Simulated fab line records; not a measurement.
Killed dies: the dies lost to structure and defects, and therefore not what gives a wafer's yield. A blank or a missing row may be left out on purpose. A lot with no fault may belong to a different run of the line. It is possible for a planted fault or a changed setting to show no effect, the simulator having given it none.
fab line records -- flow n5_finfet
record lots=7, wafers=21
route steps=1938 shown WELL_APT@21 PMOS_HMC_CHANNEL_EPI@59 FIN_SAQP@109 SD_EPI_N@267
start_h: start of the lot's first displayed wafer, in hours after the record's first day -- wait_h: how many hours have passed since the lot's step before this one -- " identical to the entry in the row above -- L1.1+2: one row covering several wafers at once -- - no value, or no start was given -- * or withheld: withheld -- < > ~ a bound
route shown NAME@n: NAME is a module with steps in the file, n the number in the route of the first one -- usual: mean/standard deviation taken from wafers without a fault -- same: alike in all rows -- chamber/n: place in a boat -- sites: the reading at each site -- _std_site: the standard deviation of these -- _edge_site: the outer-site mean with the inner-site mean subtracted -- radius_mm: how far each site lies from the wafer's centre -- mask NAME#n: copy n -- behind: the most recent tool/chamber to have shaped the wafer -- hold: reason for holding the lot/hours on hold/outcome of the hold -- device: whichever transistor did not switch (one of n, p or np) -- end of line: the same wafers' tests at the end of the route -- a step without rows: its recipe alone -- killed: at the first sort, the dies lost to defects and structure; wafer yield is something else -- map: shows each die of a wafer: x if killed, . if not, _ if none is there
set.NAME: the setting that was run; set.NAME@STEP: the one run at that earlier step -- model.NAME: the simulator's own value behind a step, which no gauge read
lots whose settings were changed on purpose; a table a step, a row a wafer
## steps
# step N5_WELL_APT_COAT_02
# recipe spin_rpm=1357, resist_thk_nm=950
lot.wafer,tool,chamber,start_h,wait_h,set.spin_rpm,model.coat_of_WELL_APT_COAT_02.thk_nm
L074.2,litho_track-02,0,-,-,1357,949.5
L074.3,litho_track-02,0,-,-,1357,949.7
L074.6,litho_track-02,0,-,-,1357,944.4
L076.1,litho_track-03,0,-,-,1357,945.9
L076.3,litho_track-03,0,-,-,1303,965.7
L076.5,litho_track-03,0,-,-,1357,947.6
L077.1,litho_track-02,0,-,-,1357,951.9
L077.3,litho_track-02,0,-,-,1357,949.5
L077.5,litho_track-02,0,-,-,1480,910.9
L087.3,litho_track-02,0,-,-,1357,952.6
L087.4,litho_track-02,0,-,-,1357,952.3
L087.6,litho_track-02,0,-,-,1357,949
L089.2,litho_track-03,0,-,-,1357,954.7
L089.4,litho_track-03,0,-,-,1357,952.7
L089.6,litho_track-03,0,-,-,1300,976.1
L090.2,litho_track-03,0,-,-,1357,953.1
L090.4,litho_track-03,0,-,-,1357,954.4
L090.5,litho_track-03,0,-,-,1357,953.4
L091.1,litho_track-03,0,-,-,1357,956.1
L091.2,litho_track-03,0,-,-,1357,954.5
L091.3,litho_track-03,0,-,-,1357,955.5
# step N5_PMOS_HMC_CHANNEL_EPI_COAT_03
# recipe resist=CAR-ArF-block, spin_rpm=1500, resist_thk_nm=205
lot.wafer,tool,chamber,start_h,wait_h,set.spin_rpm,model.CAR-ArF-block_of_PMOS_HMC_CHANNEL_EPI_COAT_03.thk_nm
L074.2,litho_track-03,0,-,-,1408,211.2
L074.3,litho_track-03,0,-,-,1500,204.8
L074.6,litho_track-03,0,-,-,1500,204.4
L076.1,litho_track-03,0,-,-,1500,205.8
L076.3,litho_track-03,0,-,-,1420,212
L076.5,litho_track-03,0,-,-,1420,211.7
L077.1,litho_track-04,0,-,-,1500,205.3
L077.3,litho_track-04,0,-,-,1443,208.7
L077.5,litho_track-04,0,-,-,1443,209.1
L087.3,litho_track-01,0,-,-,1500,204.9
L087.4,litho_track-01,0,-,-,1500,205.5
L087.6,litho_track-01,0,-,-,1500,204.8
L089.2,litho_track-04,0,-,-,1445,208.4
L089.4,litho_track-04,0,-,-,1500,204.4
L089.6,litho_track-04,0,-,-,1500,204.1
L090.2,litho_track-04,0,-,-,1500,205.4
L090.4,litho_track-04,0,-,-,1500,203.7
L090.5,litho_track-04,0,-,-,1500,204.8
L091.1,litho_track-03,0,-,-,1341,217.2
L091.2,litho_track-03,0,-,-,1500,204.5
L091.3,litho_track-03,0,-,-,1341,216.6
# step N5_PMOS_HMC_CHANNEL_EPI_PEB_07
# recipe peb_temp_c=110, peb_time_s=60, resist=CAR-ArF-block
lot.wafer,tool,chamber,start_h,wait_h,set.peb_time_s
L074.2+6,litho_track-04,0,17.03,0.0,60
L074.3,litho_track-04,0,17.03,0.0,54.02
L076.1+3,litho_track-01,0,29.34,0.1,60
L076.5,litho_track-01,0,29.34,0.1,49.49
L077.1+3+5,litho_track-03,0,35.02,0.1,60
L087.3+4+6,litho_track-04,0,96.68,0.0,60
L089.2+4+6,litho_track-04,0,107.05,0.0,60
L090.2,litho_track-01,0,113.07,0.0,60
L090.4+5,litho_track-01,0,113.07,0.0,72.94
L091.1+2,litho_track-01,0,119.57,0.1,60
L091.3,litho_track-01,0,119.57,0.1,53.13
# step N5_PMOS_HMC_CHANNEL_EPI_DEVELOP_08
# recipe develop_time_s=30, developer=TMAH, resist=CAR-ArF-block, dev_temp_c=23, rinse_liquid=diw, dry=air_spin
# step N5_PMOS_HMC_CHANNEL_EPI_CD_MEAS_09
# recipe target_cd_nm=237.4, landing_energy_ev=500, detector=se_inlens
# usual cd_nm=237.3/1
lot.wafer,tool,chamber,start_h,wait_h,set.peb_time_s@PMOS_HMC_CHANNEL_EPI_PEB_07,cd_nm
L074.2,cd_sem-03,0,17.10,-,60,236.4
L074.3,cd_sem-03,0,17.10,-,54.02,233.1
L074.6,cd_sem-03,0,17.10,-,60,237.9
L076.1,cd_sem-03,0,29.41,-,60,236.5
L076.3,cd_sem-03,0,29.41,-,60,236.6
L076.5,cd_sem-03,0,29.41,-,49.49,227.4
L077.1,cd_sem-02,0,35.08,-,60,236.3
L077.3,cd_sem-02,0,35.08,-,60,236.7
L077.5,cd_sem-02,0,35.08,-,60,236.4
L087.3,cd_sem-02,0,96.74,-,60,238.6
L087.4,cd_sem-02,0,96.74,-,60,238.3
L087.6,cd_sem-02,0,96.74,-,60,238.8
L089.2,cd_sem-02,0,107.11,-,60,237.9
L089.4,cd_sem-02,0,107.11,-,60,237.8
L089.6,cd_sem-02,0,107.11,-,60,237.7
L090.2,cd_sem-02,0,113.14,-,60,237.2
L090.4,cd_sem-02,0,113.14,-,72.94,242.6
L090.5,cd_sem-02,0,113.14,-,72.94,244.2
L091.1,cd_sem-01,0,119.64,-,60,237.5
L091.2,cd_sem-01,0,119.64,-,60,237.5
L091.3,cd_sem-01,0,119.64,-,53.13,231.9
# step N5_PMOS_HMC_CHANNEL_EPI_DESCUM_14
# recipe chemistry=O2, time_s=7.9, source_power_w=50, bias_power_w=20, pressure_mtorr=20, rf_frequency_hz=2.712e+07, temp_c=40, resist=CAR-ArF-block, o2_flow_sccm=225
lot.wafer,tool,chamber,start_h,wait_h,set.peb_time_s@PMOS_HMC_CHANNEL_EPI_PEB_07,model.PMOS_HMC_CHANNEL_EPI.cd_nm
L074.2,rie_diel-05,0,17.62,0.5,60,236.4
L074.3,rie_diel-05,1,17.62,0.5,54.02,233.2
L074.6,rie_diel-05,3,17.62,0.5,60,237.8
L076.1,rie_diel-03,1,29.51,0.0,60,236
L076.3,rie_diel-03,2,29.51,0.0,60,236.2
L076.5,rie_diel-03,3,29.51,0.0,49.49,227.3
L077.1,rie_diel-03,0,35.17,0.0,60,236.2
L077.3+5,rie_diel-03,"1,0",35.17,0.0,60,236.4
L087.3,rie_diel-02,1,97.50,0.7,60,238.4
L087.4,rie_diel-02,3,97.50,0.7,60,237.8
L087.6,rie_diel-02,0,97.50,0.7,60,239.1
L089.2,rie_diel-02,1,107.20,0.0,60,237.5
L089.4,rie_diel-02,2,107.20,0.0,60,237.6
L089.6,rie_diel-02,1,107.20,0.0,60,237.3
L090.2,rie_diel-03,0,113.23,0.0,60,237.3
L090.4,rie_diel-03,3,113.23,0.0,72.94,242.7
L090.5,rie_diel-03,0,113.23,0.0,72.94,244.2
L091.1,rie_diel-05,0,119.73,0.0,60,237.6
L091.2,rie_diel-05,3,119.73,0.0,60,237.2
L091.3,rie_diel-05,1,119.73,0.0,53.13,231.7
# step N5_PMOS_HMC_CHANNEL_EPI_ETCH_32
# recipe chemistry=N2/H2, target=BARC, stop_on=SiO2, target_depth_a=858, over_etch_frac=0.3, time_s=50.3, ion_energy_ev=200, mask_material=CAR-ArF-block, pressure_mtorr=30, source_w=840, bias_w=150, n2_flow_sccm=200, h2_flow_sccm=200
lot.wafer,tool,chamber,start_h,wait_h,set.spin_rpm@PMOS_HMC_CHANNEL_EPI_COAT_03,set.peb_time_s@PMOS_HMC_CHANNEL_EPI_PEB_07,model.CAR-ArF-block_of_PMOS_HMC_CHANNEL_EPI_COAT_03.thk_nm,model.PMOS_HMC_CHANNEL_EPI.cd_nm
L074.2,rie_diel-05,0,17.65,0.0,1408,60,139.5,238.6
L074.3,rie_diel-05,1,17.65,0.0,1500,54.02,130.9,236.2
L074.6,rie_diel-05,3,17.65,0.0,1500,60,129.8,239.2
L076.1,rie_diel-03,1,29.54,0.0,1500,60,134.3,239.8
L076.3,rie_diel-03,2,29.54,0.0,1420,60,139.8,238.8
L076.5,rie_diel-03,3,29.54,0.0,1420,49.49,136.6,229.9
L077.1,rie_diel-03,0,35.21,0.0,1500,60,131.9,240.4
L077.3,rie_diel-03,1,35.21,0.0,1443,60,138,240.1
L077.5,rie_diel-03,0,35.21,0.0,1443,60,135.4,240.7
L087.3,rie_diel-02,1,97.54,0.0,1500,60,131.1,241.8
L087.4,rie_diel-02,3,97.54,0.0,1500,60,134.7,240
L087.6,rie_diel-02,0,97.54,0.0,1500,60,129,240.8
L089.2,rie_diel-02,1,107.24,0.0,1445,60,135.3,241.3
L089.4,rie_diel-02,2,107.24,0.0,1500,60,133.4,239.1
L089.6,rie_diel-02,1,107.24,0.0,1500,60,130.8,241
L090.2,rie_diel-03,0,113.26,0.0,1500,60,130.7,240.3
L090.4,rie_diel-03,3,113.26,0.0,1500,72.94,128.7,244.9
L090.5,rie_diel-03,0,113.26,0.0,1500,72.94,130.5,247.5
L091.1,rie_diel-05,0,119.77,0.0,1341,60,145.5,239.9
L091.2,rie_diel-05,3,119.77,0.0,1500,60,130.1,239.6
L091.3,rie_diel-05,1,119.77,0.0,1341,53.13,142.6,234.6
# step N5_PMOS_HMC_CHANNEL_EPI_HM_OPEN_15
# recipe chemistry=CHF3/O2, target=SiO2, mask_material=CAR-ArF-block, target_depth_a=406, CHF3_flow_sccm=50, O2_flow_sccm=5, Ar_flow_sccm=200, time_s=20.3, pressure_mtorr=30, source_w=650, bias_w=170, ion_energy_ev=200
lot.wafer,tool,chamber,start_h,wait_h,set.spin_rpm@PMOS_HMC_CHANNEL_EPI_COAT_03,model.CAR-ArF-block_of_PMOS_HMC_CHANNEL_EPI_COAT_03.thk_nm
L074.2,rie_diel-05,0,17.70,0.0,1408,99.9
L074.3,rie_diel-05,1,17.70,0.0,1500,91.24
L074.6,rie_diel-05,3,17.70,0.0,1500,88.02
L076.1,rie_diel-03,1,29.58,0.0,1500,93.52
L076.3,rie_diel-03,2,29.58,0.0,1420,100.1
L076.5,rie_diel-03,3,29.58,0.0,1420,94.31
L077.1,rie_diel-03,0,35.25,0.0,1500,90.71
L077.3,rie_diel-03,1,35.25,0.0,1443,97.82
L077.5,rie_diel-03,0,35.25,0.0,1443,94.2
L087.3,rie_diel-02,1,97.58,0.0,1500,90.36
L087.4,rie_diel-02,3,97.58,0.0,1500,94.35
L087.6,rie_diel-02,0,97.58,0.0,1500,86.2
L089.2,rie_diel-02,1,107.28,0.0,1445,94.38
L089.4,rie_diel-02,2,107.28,0.0,1500,91.2
L089.6,rie_diel-02,1,107.28,0.0,1500,89.63
L090.2,rie_diel-03,0,113.31,0.0,1500,90.21
L090.4,rie_diel-03,3,113.31,0.0,1500,86.52
L090.5,rie_diel-03,0,113.31,0.0,1500,89.64
L091.1,rie_diel-05,0,119.81,0.0,1341,106.2
L091.2,rie_diel-05,3,119.81,0.0,1500,89.23
L091.3,rie_diel-05,1,119.81,0.0,1341,103
# step N5_FIN_SAQP_PEB_14
# recipe peb_temp_c=withheld, peb_time_s=60, resist=CAR-ArF
lot.wafer,tool,chamber,start_h,wait_h,set.peb_time_s
L074.2+6,litho_track-05,0,21.48,0.0,68.7
L074.3,litho_track-05,0,21.48,0.0,60
L076.1+3+5,litho_track-02,0,33.42,0.1,60
L077.1+3+5,litho_track-05,0,40.29,0.1,60
L087.3+4+6,litho_track-02,0,101.46,0.0,60
L089.2,litho_track-05,0,111.24,0.0,60
L089.4+6,litho_track-05,0,111.24,0.0,70.51
L090.2+4,litho_track-02,0,117.60,0.0,60
L090.5,litho_track-02,0,117.60,0.0,63.74
L091.1,litho_track-01,0,123.80,0.1,60
L091.2+3,litho_track-01,0,123.80,0.1,52.17
# step N5_FIN_SAQP_DEVELOP_15
# recipe develop_time_s=30, developer=TMAH, resist=CAR-ArF, dev_temp_c=23, rinse_liquid=diw, dry=air_spin
# step N5_FIN_SAQP_CD_MEAS_16
# recipe target_cd_nm=35.6, landing_energy_ev=500, detector=se_inlens
# usual cd_nm=35.6/0.51
lot.wafer,tool,chamber,start_h,wait_h,set.peb_time_s@FIN_SAQP_PEB_14,cd_nm
L074.2,cd_sem-03,0,21.55,-,68.7,34.1
L074.3,cd_sem-03,0,21.55,-,60,36.5
L074.6,cd_sem-03,0,21.55,-,68.7,34.3
L076.1,cd_sem-02,0,33.48,-,60,35.1
L076.3,cd_sem-02,0,33.48,-,60,35.4
L076.5,cd_sem-02,0,33.48,-,60,35.2
L077.1,cd_sem-02,0,40.35,-,60,35.9
L077.3,cd_sem-02,0,40.35,-,60,35.9
L077.5,cd_sem-02,0,40.35,-,60,35.2
L087.3,cd_sem-02,0,101.53,-,60,35.3
L087.4,cd_sem-02,0,101.53,-,60,35.5
L087.6,cd_sem-02,0,101.53,-,60,35.6
L089.2,cd_sem-03,0,111.31,-,60,35.5
L089.4,cd_sem-03,0,111.31,-,70.51,34.2
L089.6,cd_sem-03,0,111.31,-,70.51,33.8
L090.2,cd_sem-02,0,117.67,-,60,36.2
L090.4,cd_sem-02,0,117.67,-,60,35.8
L090.5,cd_sem-02,0,117.67,-,63.74,35.1
L091.1,cd_sem-02,0,123.87,-,60,34.9
L091.2,cd_sem-02,0,123.87,-,52.17,36.6
L091.3,cd_sem-02,0,123.87,-,52.17,36.6
# step N5_SD_EPI_N_EXPOSE_06
# recipe mask_id=SD_N_BLK, na=1.35, source_shape=conventional, sigma_outer=0.8, polarization=unpolarized, target_cd_nm=120, dose_mj=39.75
lot.wafer,tool,chamber,start_h,wait_h,mask,set.dose_mj
L074.2,arfi_scanner-03,0,50.86,-,SD_N_BLK#0,38.12
L074.3+6,arfi_scanner-03,0,50.86,-,SD_N_BLK#0,39.75
L076.1+5,arfi_scanner-03,0,59.37,-,SD_N_BLK#0,39.75
L076.3,arfi_scanner-03,0,59.37,-,SD_N_BLK#0,42.26
L077.1+3,arfi_scanner-03,0,67.97,-,SD_N_BLK#0,39.75
L077.5,arfi_scanner-03,0,67.97,-,SD_N_BLK#0,38.51
L087.3+4+6,arfi_scanner-01,0,128.18,-,SD_N_BLK#0,39.75
L089.2+4,arfi_scanner-01,0,137.57,-,SD_N_BLK#0,42.07
L089.6,arfi_scanner-01,0,137.57,-,SD_N_BLK#0,39.75
L090.2+4,arfi_scanner-02,0,144.45,-,SD_N_BLK#0,37.61
L090.5,arfi_scanner-02,0,144.45,-,SD_N_BLK#0,39.75
L091.1+3,arfi_scanner-03,0,150.64,-,SD_N_BLK#0,39.75
L091.2,arfi_scanner-03,0,150.64,-,SD_N_BLK#0,42.69
# step N5_SD_EPI_N_PEB_07
# recipe peb_temp_c=110, peb_time_s=60, resist=CAR-ArF-block
# step N5_SD_EPI_N_DEVELOP_08
# recipe develop_time_s=30, developer=TMAH, resist=CAR-ArF-block, dev_temp_c=23, rinse_liquid=diw, dry=air_spin
# step N5_SD_EPI_N_CD_MEAS_09
# recipe target_cd_nm=120, landing_energy_ev=500, detector=se_inlens
# usual cd_nm=120.5/0.81
lot.wafer,tool,chamber,start_h,wait_h,set.dose_mj@SD_EPI_N_EXPOSE_06,cd_nm
L074.2,cd_sem-03,0,50.98,-,38.12,115.8
L074.3,cd_sem-03,0,50.98,-,39.75,120.6
L074.6,cd_sem-03,0,50.98,-,39.75,120.6
L076.1,cd_sem-03,0,59.50,-,39.75,120.7
L076.3,cd_sem-03,0,59.50,-,42.26,125.4
L076.5,cd_sem-03,0,59.50,-,39.75,121.2
L077.1,cd_sem-03,0,68.09,-,39.75,122.4
L077.3,cd_sem-03,0,68.09,-,39.75,120.4
L077.5,cd_sem-03,0,68.09,-,38.51,119.3
L087.3,cd_sem-03,0,128.30,-,39.75,120.4
L087.4,cd_sem-03,0,128.30,-,39.75,121.6
L087.6,cd_sem-03,0,128.30,-,39.75,121.4
L089.2,cd_sem-01,0,137.69,-,42.07,124.6
L089.4,cd_sem-01,0,137.69,-,42.07,124.6
L089.6,cd_sem-01,0,137.69,-,39.75,121.2
L090.2,cd_sem-02,0,144.57,-,37.61,117.0
L090.4,cd_sem-02,0,144.57,-,37.61,115.8
L090.5,cd_sem-02,0,144.57,-,39.75,120.4
L091.1,cd_sem-02,0,150.76,-,39.75,120.0
L091.2,cd_sem-02,0,150.76,-,42.69,125.6
L091.3,cd_sem-02,0,150.76,-,39.75,119.9
# step N5_SD_EPI_N_DESCUM_14
# recipe chemistry=O2, time_s=7.9, source_power_w=50, bias_power_w=20, pressure_mtorr=20, rf_frequency_hz=2.712e+07, temp_c=40, resist=CAR-ArF-block, o2_flow_sccm=225
lot.wafer,tool,chamber,start_h,wait_h,set.dose_mj@SD_EPI_N_EXPOSE_06,model.SD_EPI_N.cd_nm
L074.2,rie_diel-04,3,52.09,1.1,38.12,116.4
L074.3,rie_diel-04,2,52.09,1.1,39.75,120.8
L074.6,rie_diel-04,3,52.09,1.1,39.75,120.6
L076.1,rie_diel-04,3,60.21,0.7,39.75,120.6
L076.3,rie_diel-04,0,60.21,0.7,42.26,125.4
L076.5,rie_diel-04,3,60.21,0.7,39.75,121.4
L077.1,rie_diel-04,2,68.55,0.4,39.75,122.2
L077.3,rie_diel-04,0,68.55,0.4,39.75,120.6
L077.5,rie_diel-04,0,68.55,0.4,38.51,119.2
L087.3,rie_diel-01,2,128.38,0.0,39.75,121
L087.4+6,rie_diel-01,"1,0",128.38,0.0,39.75,121.2
L089.2,rie_diel-06,3,137.78,0.0,42.07,124.8
L089.4,rie_diel-06,1,137.78,0.0,42.07,124.4
L089.6,rie_diel-06,3,137.78,0.0,39.75,121.2
L090.2,rie_diel-04,0,144.65,0.0,37.61,116.8
L090.4,rie_diel-04,3,144.65,0.0,37.61,115.8
L090.5,rie_diel-04,2,144.65,0.0,39.75,120.2
L091.1+3,rie_diel-01,"0,2",150.85,0.0,39.75,120
L091.2,rie_diel-01,1,150.85,0.0,42.69,125.4
# step N5_SD_EPI_N_ETCH_34
# recipe chemistry=CF4, target=SiARC, target_depth_a=455, mask_material=CAR-ArF-block, time_s=75.8, ion_energy_ev=80, pressure_mtorr=40, source_w=545, bias_w=36, Ar_flow_sccm=100, cf4_flow_sccm=100, ends=cleared
lot.wafer,tool,chamber,start_h,wait_h,set.dose_mj@SD_EPI_N_EXPOSE_06,model.SD_EPI_N.cd_nm
L074.2,rie_diel-04,3,52.12,0.0,38.12,116.2
L074.3,rie_diel-04,2,52.12,0.0,39.75,120.6
L074.6,rie_diel-04,3,52.12,0.0,39.75,120.4
L076.1,rie_diel-04,3,60.25,0.0,39.75,120.4
L076.3,rie_diel-04,0,60.25,0.0,42.26,125.4
L076.5,rie_diel-04,3,60.25,0.0,39.75,121.2
L077.1,rie_diel-04,2,68.58,0.0,39.75,122.6
L077.3,rie_diel-04,0,68.58,0.0,39.75,120.6
L077.5,rie_diel-04,0,68.58,0.0,38.51,119.2
L087.3,rie_diel-01,2,128.42,0.0,39.75,121
L087.4,rie_diel-01,1,128.42,0.0,39.75,121.2
L087.6,rie_diel-01,0,128.42,0.0,39.75,121.4
L089.2,rie_diel-06,3,137.81,0.0,42.07,124.8
L089.4,rie_diel-06,1,137.81,0.0,42.07,124
L089.6,rie_diel-06,3,137.81,0.0,39.75,121.4
L090.2,rie_diel-04,0,144.69,0.0,37.61,116.8
L090.4,rie_diel-04,3,144.69,0.0,37.61,115.6
L090.5,rie_diel-04,2,144.69,0.0,39.75,120.6
L091.1+3,rie_diel-01,"0,2",150.88,0.0,39.75,120
L091.2,rie_diel-01,1,150.88,0.0,42.69,125.6
# step N5_SD_EPI_N_ETCH_35
# recipe chemistry=N2/H2, target=SOC, overetch_a=1080, mask_material=SiARC, temp_c=40, ion_energy_ev=100, source_w=3000, bias_w=133, pressure_mtorr=20, time_s=486, n2_flow_sccm=200, h2_flow_sccm=200
lot.wafer,tool,chamber,start_h,wait_h,set.dose_mj@SD_EPI_N_EXPOSE_06,model.SD_EPI_N.cd_nm
L074.2,rie_diel-04,3,52.18,0.0,38.12,116
L074.3,rie_diel-04,2,52.18,0.0,39.75,122.4
L074.6,rie_diel-04,3,52.18,0.0,39.75,120.4
L076.1,rie_diel-04,3,60.30,0.0,39.75,120.4
L076.3,rie_diel-04,0,60.30,0.0,42.26,126.6
L076.5,rie_diel-04,3,60.30,0.0,39.75,120.8
L077.1,rie_diel-04,2,68.64,0.0,39.75,124.8
L077.3,rie_diel-04,0,68.64,0.0,39.75,121.4
L077.5,rie_diel-04,0,68.64,0.0,38.51,119.8
L087.3,rie_diel-01,2,128.47,0.0,39.75,119.6
L087.4,rie_diel-01,1,128.47,0.0,39.75,120
L087.6,rie_diel-01,0,128.47,0.0,39.75,122
L089.2,rie_diel-06,3,137.87,0.0,42.07,125
L089.4,rie_diel-06,1,137.87,0.0,42.07,124.6
L089.6,rie_diel-06,3,137.87,0.0,39.75,121.6
L090.2,rie_diel-04,0,144.74,0.0,37.61,116.4
L090.4,rie_diel-04,3,144.74,0.0,37.61,116
L090.5,rie_diel-04,2,144.74,0.0,39.75,122.4
L091.1,rie_diel-01,0,150.94,0.0,39.75,119.8
L091.2,rie_diel-01,1,150.94,0.0,42.69,123.6
L091.3,rie_diel-01,2,150.94,0.0,39.75,119.2
# step N5_SD_EPI_N_STRIP_36
# recipe chemistry=N2/H2, temp_c=40, n2_flow_sccm=200, h2_flow_sccm=200, rf_frequency_hz=6e+07
# step N5_SD_EPI_N_ETCHBACK_44
# recipe chemistry=CH3F/O2, mode=anisotropic_etchback, target=SiNx, target_depth_a=145, stop_on=SiO2, over_etch_frac=0.3, ion_energy_ev=120, pressure_mtorr=30, source_w=395, bias_w=73, Ar_flow_sccm=150, CH3F_flow_sccm=30, O2_flow_sccm=20
lot.wafer,tool,chamber,start_h,wait_h,set.dose_mj@SD_EPI_N_EXPOSE_06,model.SD_EPI_N.cd_nm
L074.2,rie_diel-04,3,52.50,0.0,38.12,116.2
L074.3,rie_diel-04,2,52.50,0.0,39.75,122.4
L074.6,rie_diel-04,3,52.50,0.0,39.75,120.4
L076.1,rie_diel-04,3,60.63,0.0,39.75,120.6
L076.3,rie_diel-04,0,60.63,0.0,42.26,126.6
L076.5,rie_diel-04,3,60.63,0.0,39.75,120.8
L077.1,rie_diel-04,2,68.96,0.0,39.75,124.6
L077.3,rie_diel-04,0,68.96,0.0,39.75,121.4
L077.5,rie_diel-04,0,68.96,0.0,38.51,119.8
L087.3,rie_diel-01,2,128.80,0.0,39.75,119.6
L087.4,rie_diel-01,1,128.80,0.0,39.75,120
L087.6,rie_diel-01,0,128.80,0.0,39.75,122
L089.2,rie_diel-06,3,138.19,0.0,42.07,125
L089.4,rie_diel-06,1,138.19,0.0,42.07,124.6
L089.6,rie_diel-06,3,138.19,0.0,39.75,121.4
L090.2,rie_diel-04,0,145.07,0.0,37.61,116.4
L090.4,rie_diel-04,3,145.07,0.0,37.61,116
L090.5,rie_diel-04,2,145.07,0.0,39.75,122.2
L091.1,rie_diel-01,0,151.26,0.0,39.75,119.8
L091.2,rie_diel-01,1,151.26,0.0,42.69,123.4
L091.3,rie_diel-01,2,151.26,0.0,39.75,119.2
# step N5_SD_EPI_N_ETCH_16
# recipe chemistry=CHF3/O2, target=SiO2, target_depth_a=50, mask_material=SOC, pressure_mtorr=30, source_w=650, bias_w=170, Ar_flow_sccm=200, CHF3_flow_sccm=50, O2_flow_sccm=5, ion_energy_ev=200
lot.wafer,tool,chamber,start_h,wait_h,set.target_depth_a,set.dose_mj@SD_EPI_N_EXPOSE_06,model.SD_EPI_N.cd_nm,model.etch.depth_nm
L074.2,rie_diel-04,3,52.70,0.1,54.59,38.12,116.4,5.446
L074.3,rie_diel-04,2,52.70,0.1,50,39.75,122.2,5.167
L074.6,rie_diel-04,3,52.70,0.1,54.59,39.75,120.6,5.505
L076.1,rie_diel-04,3,60.83,0.1,50,39.75,120.6,5.017
L076.3,rie_diel-04,0,60.83,0.1,45.71,42.26,126.6,4.781
L076.5,rie_diel-04,3,60.83,0.1,50,39.75,121,5.029
L077.1,rie_diel-04,2,69.16,0.1,45.18,39.75,124.6,4.665
L077.3,rie_diel-04,0,69.16,0.1,45.18,39.75,121.4,4.752
L077.5,rie_diel-04,0,69.16,0.1,45.18,38.51,119.8,4.72
L087.3,rie_diel-01,2,129.00,0.1,50,39.75,119.8,4.789
L087.4,rie_diel-01,1,129.00,0.1,50,39.75,120,4.906
L087.6,rie_diel-01,0,129.00,0.1,50,39.75,122.2,5.061
L089.2,rie_diel-06,3,138.39,0.1,55.76,42.07,124.8,5.514
L089.4,rie_diel-06,1,138.39,0.1,50,42.07,124.6,4.981
L089.6,rie_diel-06,3,138.39,0.1,50,39.75,121.4,4.912
L090.2,rie_diel-04,0,145.27,0.1,50,37.61,116.2,5.126
L090.4,rie_diel-04,3,145.27,0.1,50,37.61,115.8,4.967
L090.5,rie_diel-04,2,145.27,0.1,50,39.75,122.2,5.158
L091.1,rie_diel-01,0,151.46,0.1,50,39.75,119.8,5.057
L091.2,rie_diel-01,1,151.46,0.1,48.42,42.69,123.4,4.738
L091.3,rie_diel-01,2,151.46,0.1,50,39.75,119.4,4.803
## key
split step=N5_WELL_APT_COAT_02, setting=spin_rpm, stated=1357, by=wafer
response step=N5_WELL_APT_COAT_02, reading=model.coat_of_WELL_APT_COAT_02.thk_nm, change=-4.58, per=1%, r=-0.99
split step=N5_PMOS_HMC_CHANNEL_EPI_COAT_03, setting=spin_rpm, stated=1500, by=wafer
response step=N5_PMOS_HMC_CHANNEL_EPI_COAT_03, reading=model.CAR-ArF-block_of_PMOS_HMC_CHANNEL_EPI_COAT_03.thk_nm, change=-1.13, per=1%, r=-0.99
response step=N5_PMOS_HMC_CHANNEL_EPI_ETCH_32, reading=model.CAR-ArF-block_of_PMOS_HMC_CHANNEL_EPI_COAT_03.thk_nm, change=-1.24, per=1%, r=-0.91
response step=N5_PMOS_HMC_CHANNEL_EPI_HM_OPEN_15, reading=model.CAR-ArF-block_of_PMOS_HMC_CHANNEL_EPI_COAT_03.thk_nm, change=-1.36, per=1%, r=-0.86
split step=N5_PMOS_HMC_CHANNEL_EPI_PEB_07, setting=peb_time_s, stated=60, by=wafer
response step=N5_PMOS_HMC_CHANNEL_EPI_CD_MEAS_09, reading=cd_nm, change=+0.398, per=1%, r=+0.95
response step=N5_PMOS_HMC_CHANNEL_EPI_DESCUM_14, reading=model.PMOS_HMC_CHANNEL_EPI.cd_nm, change=+0.391, per=1%, r=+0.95
response step=N5_PMOS_HMC_CHANNEL_EPI_ETCH_32, reading=model.PMOS_HMC_CHANNEL_EPI.cd_nm, change=+0.379, per=1%, r=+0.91
split step=N5_FIN_SAQP_PEB_14, setting=peb_time_s, stated=60, by=wafer
response step=N5_FIN_SAQP_CD_MEAS_16, reading=cd_nm, change=-0.122, per=1%, r=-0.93
split step=N5_SD_EPI_N_EXPOSE_06, setting=dose_mj, stated=39.75, by=wafer
response step=N5_SD_EPI_N_CD_MEAS_09, reading=cd_nm, change=+0.75, per=1%, r=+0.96
response step=N5_SD_EPI_N_DESCUM_14, reading=model.SD_EPI_N.cd_nm, change=+0.722, per=1%, r=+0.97
response step=N5_SD_EPI_N_ETCH_34, reading=model.SD_EPI_N.cd_nm, change=+0.743, per=1%, r=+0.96
response step=N5_SD_EPI_N_ETCH_35, reading=model.SD_EPI_N.cd_nm, change=+0.829, per=1%, r=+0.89
response step=N5_SD_EPI_N_ETCHBACK_44, reading=model.SD_EPI_N.cd_nm, change=+0.812, per=1%, r=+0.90
response step=N5_SD_EPI_N_ETCH_16, reading=model.SD_EPI_N.cd_nm, change=+0.803, per=1%, r=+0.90
split step=N5_SD_EPI_N_ETCH_16, setting=target_depth_a, stated=50, by=wafer
response step=N5_SD_EPI_N_ETCH_16, reading=model.etch.depth_nm, change=+0.0401, per=1%, r=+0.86
